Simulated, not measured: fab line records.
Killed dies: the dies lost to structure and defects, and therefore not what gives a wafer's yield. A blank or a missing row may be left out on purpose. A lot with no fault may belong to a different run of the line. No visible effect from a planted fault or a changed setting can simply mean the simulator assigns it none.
Lot-split experiment / flow n5_finfet / 39 wafers read from 7 lots, route of 1938 steps

SPLIT DETAILS
At N5_BEOL_M14_DEP_53 (deposits SiCN from 3MS/NH3, target thk 50 nm, time 17.8 s), the setting time_s was moved away from the recipe's 17.8 s on 18 of the 39 wafers read, by -56.8% to +36.1%. For the rest of the wafers, this setting stayed at what the recipe calls for.

The split's own step is where the reading is taken.

THE READING
SiCN_of_BEOL_M14_DEP_53.thk_nm (the simulator's own value, which no gauge read), in nm, at N5_BEOL_M14_DEP_53 (deposits SiCN from 3MS/NH3, target thk 50 nm, time 17.8 s). The file does not state a usual value for it. Average 50.0 nm, standard deviation 0.85 nm, over the 21 wafers here run with the recipe.

wafer=L080.1; tool, chamber at the split=pecvd-03, 1; time_s as run, s=11.48; against the recipe=-35.5%; SiCN_of_BEOL_M14_DEP_53.thk_nm, nm=32; against lot-mates on the recipe=-18.1
wafer=L080.2; tool, chamber at the split=pecvd-03, 2; time_s as run, s=11.48; against the recipe=-35.5%; SiCN_of_BEOL_M14_DEP_53.thk_nm, nm=31.4; against lot-mates on the recipe=-18.7
wafer=L080.3; tool, chamber at the split=pecvd-03, 1; time_s as run, s=17.8; against the recipe=recipe; SiCN_of_BEOL_M14_DEP_53.thk_nm, nm=50.6; against lot-mates on the recipe=-
wafer=L080.6; tool, chamber at the split=pecvd-03, 1; time_s as run, s=17.8; against the recipe=recipe; SiCN_of_BEOL_M14_DEP_53.thk_nm, nm=50.6; against lot-mates on the recipe=-
wafer=L080.4; tool, chamber at the split=pecvd-03, 2; time_s as run, s=17.8; against the recipe=recipe; SiCN_of_BEOL_M14_DEP_53.thk_nm, nm=49.2; against lot-mates on the recipe=-
wafer=L080.5; tool, chamber at the split=pecvd-03, 2; time_s as run, s=11.48; against the recipe=-35.5%; SiCN_of_BEOL_M14_DEP_53.thk_nm, nm=32.2; against lot-mates on the recipe=-17.9
wafer=L083.1; tool, chamber at the split=pecvd-01, 2; time_s as run, s=17.8; against the recipe=recipe; SiCN_of_BEOL_M14_DEP_53.thk_nm, nm=48.8; against lot-mates on the recipe=-
wafer=L083.2; tool, chamber at the split=pecvd-01, 0; time_s as run, s=17.8; against the recipe=recipe; SiCN_of_BEOL_M14_DEP_53.thk_nm, nm=48.6; against lot-mates on the recipe=-
wafer=L083.4; tool, chamber at the split=pecvd-01, 0; time_s as run, s=17.8; against the recipe=recipe; SiCN_of_BEOL_M14_DEP_53.thk_nm, nm=49.4; against lot-mates on the recipe=-
wafer=L089.1; tool, chamber at the split=pecvd-04, 0; time_s as run, s=10.19; against the recipe=-42.8%; SiCN_of_BEOL_M14_DEP_53.thk_nm, nm=29.6; against lot-mates on the recipe=-21.5
wafer=L089.2; tool, chamber at the split=pecvd-04, 1,2; time_s as run, s=10.19; against the recipe=-42.8%; SiCN_of_BEOL_M14_DEP_53.thk_nm, nm=30; against lot-mates on the recipe=-21.1
wafer=L089.3; tool, chamber at the split=pecvd-04, 1,2; time_s as run, s=10.19; against the recipe=-42.8%; SiCN_of_BEOL_M14_DEP_53.thk_nm, nm=30; against lot-mates on the recipe=-21.1
wafer=L089.4; tool, chamber at the split=pecvd-04, 0; time_s as run, s=17.8; against the recipe=recipe; SiCN_of_BEOL_M14_DEP_53.thk_nm, nm=51.8; against lot-mates on the recipe=-
wafer=L089.5; tool, chamber at the split=pecvd-04, 2,1; time_s as run, s=17.8; against the recipe=recipe; SiCN_of_BEOL_M14_DEP_53.thk_nm, nm=50.8; against lot-mates on the recipe=-
wafer=L089.6; tool, chamber at the split=pecvd-04, 2,1; time_s as run, s=17.8; against the recipe=recipe; SiCN_of_BEOL_M14_DEP_53.thk_nm, nm=50.8; against lot-mates on the recipe=-
wafer=L087.1; tool, chamber at the split=pecvd-01, 1; time_s as run, s=12.96; against the recipe=-27.2%; SiCN_of_BEOL_M14_DEP_53.thk_nm, nm=36.2; against lot-mates on the recipe=-13.3
wafer=L087.2; tool, chamber at the split=pecvd-01, 0,2; time_s as run, s=17.8; against the recipe=recipe; SiCN_of_BEOL_M14_DEP_53.thk_nm, nm=49.6; against lot-mates on the recipe=-
wafer=L087.3; tool, chamber at the split=pecvd-01, 0,2; time_s as run, s=17.8; against the recipe=recipe; SiCN_of_BEOL_M14_DEP_53.thk_nm, nm=49.6; against lot-mates on the recipe=-
wafer=L087.4; tool, chamber at the split=pecvd-01, 1; time_s as run, s=12.96; against the recipe=-27.2%; SiCN_of_BEOL_M14_DEP_53.thk_nm, nm=37; against lot-mates on the recipe=-12.5
wafer=L087.5; tool, chamber at the split=pecvd-01, 0; time_s as run, s=17.8; against the recipe=recipe; SiCN_of_BEOL_M14_DEP_53.thk_nm, nm=49.4; against lot-mates on the recipe=-
wafer=L087.6; tool, chamber at the split=pecvd-01, 2; time_s as run, s=12.96; against the recipe=-27.2%; SiCN_of_BEOL_M14_DEP_53.thk_nm, nm=37.4; against lot-mates on the recipe=-12.1
wafer=L088.1; tool, chamber at the split=pecvd-01, 2; time_s as run, s=17.8; against the recipe=recipe; SiCN_of_BEOL_M14_DEP_53.thk_nm, nm=49.6; against lot-mates on the recipe=-
wafer=L088.2; tool, chamber at the split=pecvd-01, 1; time_s as run, s=17.8; against the recipe=recipe; SiCN_of_BEOL_M14_DEP_53.thk_nm, nm=48.8; against lot-mates on the recipe=-
wafer=L088.3; tool, chamber at the split=pecvd-01, 0; time_s as run, s=7.684; against the recipe=-56.8%; SiCN_of_BEOL_M14_DEP_53.thk_nm, nm=21.6; against lot-mates on the recipe=-27.6
wafer=L088.4; tool, chamber at the split=pecvd-01, 2; time_s as run, s=7.684; against the recipe=-56.8%; SiCN_of_BEOL_M14_DEP_53.thk_nm, nm=22.6; against lot-mates on the recipe=-26.6
wafer=L088.5; tool, chamber at the split=pecvd-01, 0; time_s as run, s=17.8; against the recipe=recipe; SiCN_of_BEOL_M14_DEP_53.thk_nm, nm=49.2; against lot-mates on the recipe=-
wafer=L088.6; tool, chamber at the split=pecvd-01, 1; time_s as run, s=7.684; against the recipe=-56.8%; SiCN_of_BEOL_M14_DEP_53.thk_nm, nm=22.4; against lot-mates on the recipe=-26.8
wafer=L092.1; tool, chamber at the split=pecvd-04, 2; time_s as run, s=24.22; against the recipe=+36.1%; SiCN_of_BEOL_M14_DEP_53.thk_nm, nm=67.8; against lot-mates on the recipe=+17.0
wafer=L092.2; tool, chamber at the split=pecvd-04, 0; time_s as run, s=17.8; against the recipe=recipe; SiCN_of_BEOL_M14_DEP_53.thk_nm, nm=50.6; against lot-mates on the recipe=-
wafer=L092.3; tool, chamber at the split=pecvd-04, 1; time_s as run, s=24.22; against the recipe=+36.1%; SiCN_of_BEOL_M14_DEP_53.thk_nm, nm=67.4; against lot-mates on the recipe=+16.6
wafer=L092.4; tool, chamber at the split=pecvd-04, 1; time_s as run, s=17.8; against the recipe=recipe; SiCN_of_BEOL_M14_DEP_53.thk_nm, nm=51; against lot-mates on the recipe=-
wafer=L092.5; tool, chamber at the split=pecvd-04, 0; time_s as run, s=17.8; against the recipe=recipe; SiCN_of_BEOL_M14_DEP_53.thk_nm, nm=50.8; against lot-mates on the recipe=-
wafer=L092.6; tool, chamber at the split=pecvd-04, 2; time_s as run, s=24.22; against the recipe=+36.1%; SiCN_of_BEOL_M14_DEP_53.thk_nm, nm=68; against lot-mates on the recipe=+17.2
wafer=L093.1; tool, chamber at the split=pecvd-04, 0,1; time_s as run, s=17.8; against the recipe=recipe; SiCN_of_BEOL_M14_DEP_53.thk_nm, nm=49.6; against lot-mates on the recipe=-
wafer=L093.3; tool, chamber at the split=pecvd-04, 0,1; time_s as run, s=17.8; against the recipe=recipe; SiCN_of_BEOL_M14_DEP_53.thk_nm, nm=49.6; against lot-mates on the recipe=-
wafer=L093.2; tool, chamber at the split=pecvd-04, 2; time_s as run, s=20.6; against the recipe=+15.7%; SiCN_of_BEOL_M14_DEP_53.thk_nm, nm=57.2; against lot-mates on the recipe=+7.3
wafer=L093.4; tool, chamber at the split=pecvd-04, 2; time_s as run, s=20.6; against the recipe=+15.7%; SiCN_of_BEOL_M14_DEP_53.thk_nm, nm=58.2; against lot-mates on the recipe=+8.3
wafer=L093.5; tool, chamber at the split=pecvd-04, 1; time_s as run, s=17.8; against the recipe=recipe; SiCN_of_BEOL_M14_DEP_53.thk_nm, nm=50.6; against lot-mates on the recipe=-
wafer=L093.6; tool, chamber at the split=pecvd-04, 0; time_s as run, s=20.6; against the recipe=+15.7%; SiCN_of_BEOL_M14_DEP_53.thk_nm, nm=58; against lot-mates on the recipe=+8.1
If several chambers appear in one row, that row covers several wafers at once and the file leaves open which wafer was in which chamber.

FIT RESULTS
A straight line over all 39 wafers: SiCN_of_BEOL_M14_DEP_53.thk_nm changes by +0.488 nm for each +1% of time_s; r = +1.00; the points scatter about the line by 0.76 nm.
The same after taking each lot's own level away (the mean of its wafers on the recipe; 39 wafers): +0.484 nm for each +1%; r = +1.00; scatter 0.59 nm.
That fit puts the effect of the largest move of time_s on the reading at 27 nm.
Across the lots, their own levels run from 48.93 to 51.13 nm, a range of 2.6 times the standard deviation given above.
The two slopes agree, so the slope changes little with the lot-to-lot level.
Check: for one of the wafers moved furthest among these (-56.8%), held out of the fit, the line's prediction against its lot-mates is -27.6 nm. It came out at -27.6 nm against them.

THE OTHER SPLITS THESE WAFERS WENT THROUGH
Note: prior to the reading, these wafers also went through further splits. Each is held against what the fit with the lots' levels taken away leaves over:
other split on the same wafers=N5_BEOL_M10_ILD_DEP_00 target_thk_a; wafers away from the commonest value=18; r with SiCN_of_BEOL_M14_DEP_53.thk_nm (lot level and that fit taken away)=+0.10
other split on the same wafers=N5_BEOL_M12_DEP_53 time_s; wafers away from the commonest value=15; r with SiCN_of_BEOL_M14_DEP_53.thk_nm (lot level and that fit taken away)=+0.18

FILE'S OWN FIT
SiCN_of_BEOL_M14_DEP_53.thk_nm changes by +0.485 nm for each +1% of time_s, r = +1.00.
